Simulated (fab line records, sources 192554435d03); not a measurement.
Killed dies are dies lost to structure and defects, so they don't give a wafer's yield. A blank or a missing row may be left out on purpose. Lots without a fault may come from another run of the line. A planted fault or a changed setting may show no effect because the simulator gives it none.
Split-lot experiment | flow n5_finfet | 7 lots, 21 wafers read, on a route of 1938 steps

THE SPLIT
At N5_BEOL_M13_SPUTTER_43 (material TaN, target thk 15 nm, time 24.19 s), the setting power_w was moved away from the recipe's 15000 W on 8 of the 21 wafers read, by -16.1% to +11.8%. The other wafers ran this setting at the recipe's value.

The reading is taken at the split's own step.

THE READING
TaN_of_BEOL_M13_SPUTTER_43.thk_nm (the simulator's own value, which no gauge read), in nm, at N5_BEOL_M13_SPUTTER_43 (material TaN, target thk 15 nm, time 24.19 s). The file gives no usual value for it. The 13 wafers here that ran the recipe average 15.1 nm, standard deviation 0.22 nm.

wafer  | tool, chamber at the split | power_w as run, W | against the recipe | TaN_of_BEOL_M13_SPUTTER_43.thk_nm, nm | against lot-mates on the recipe
L076.3 | pvd_sputter-01, -          | 16770             | +11.8%             | 16.6                                  | no lot-mate on the recipe
L076.4 | pvd_sputter-01, -          | 16770             | +11.8%             | 16.8                                  | no lot-mate on the recipe
L076.5 | pvd_sputter-01, -          | 16770             | +11.8%             | 16.8                                  | no lot-mate on the recipe
L078.2 | pvd_sputter-01, -          | 15000             | recipe             | 15.2                                  | -
L078.4 | pvd_sputter-01, -          | 15000             | recipe             | 15.2                                  | -
L078.3 | pvd_sputter-01, -          | 16550             | +10.3%             | 16.8                                  | +1.6
L080.2 | pvd_sputter-02, -          | 15000             | recipe             | 15.2                                  | -
L080.3 | pvd_sputter-02, -          | 12580             | -16.1%             | 12.8                                  | -2.4
L080.4 | pvd_sputter-02, -          | 12580             | -16.1%             | 12.6                                  | -2.6
L084.1 | pvd_sputter-01, -          | 13510             | -9.9%              | 13.4                                  | -1.6
L084.2 | pvd_sputter-01, -          | 13510             | -9.9%              | 13.6                                  | -1.4
L084.3 | pvd_sputter-01, -          | 15000             | recipe             | 15                                    | -
L083.2 | pvd_sputter-03, -          | 15000             | recipe             | 15                                    | -
L083.3 | pvd_sputter-03, -          | 15000             | recipe             | 15.4                                  | -
L083.6 | pvd_sputter-03, -          | 15000             | recipe             | 15.4                                  | -
L087.1 | pvd_sputter-02, -          | 15000             | recipe             | 15                                    | -
L087.2 | pvd_sputter-02, -          | 15000             | recipe             | 14.8                                  | -
L087.4 | pvd_sputter-02, -          | 15000             | recipe             | 14.8                                  | -
L090.1 | pvd_sputter-03, -          | 15000             | recipe             | 15.4                                  | -
L090.2 | pvd_sputter-03, -          | 15000             | recipe             | 14.8                                  | -
L090.3 | pvd_sputter-03, -          | 15000             | recipe             | 15                                    | -

THE FIT
A straight line over all 21 wafers: TaN_of_BEOL_M13_SPUTTER_43.thk_nm changes by +0.148 nm for each +1% of power_w; r = +0.99; the points scatter about the line by 0.2 nm.
The same after taking each lot's own level away (the mean of its wafers on the recipe; 18 wafers): +0.154 nm for each +1%; r = +0.99; scatter 0.15 nm.
On that fit, the largest move of power_w shifts the reading by 2.5 nm.
The lots' own levels span 14.87 to 15.27 nm, that is 1.8 times the standard deviation above.
So the lot-to-lot level changes the slope little: the two slopes agree.
Check: with one of the wafers moved furthest among these (-16.1%) left out of the fit, the line predicts -2.52 nm for it against its lot-mates. It came out at -2.4 nm against them.

OTHER SPLITS ON THESE WAFERS
These wafers also went through other splits before the reading. Each is held against what the fit with the lots' levels taken away leaves over:
other split on the same wafers | wafers away from the commonest value | r with TaN_of_BEOL_M13_SPUTTER_43.thk_nm (lot level and that fit taken away)
N5_BEOL_M8_COAT_22 spin_rpm    | 5                                    | -0.13
N5_BEOL_M9_COAT_05 spin_rpm    | 10                                   | -0.06
N5_BEOL_M10_COAT_63 spin_rpm   | 4                                    | +0.16
N5_BEOL_M10_COAT_22 spin_rpm   | 8                                    | -0.18
N5_BEOL_M11_ETCH_41 time_s     | 6                                    | +0.17
N5_BEOL_M12_ETCH_38 time_s     | 8                                    | +0.16
N5_BEOL_M12_SPUTTER_44 time_s  | 6                                    | +0.01

THE FILE'S OWN FIT
TaN_of_BEOL_M13_SPUTTER_43.thk_nm changes by +0.154 nm for each +1% of power_w, r = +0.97.
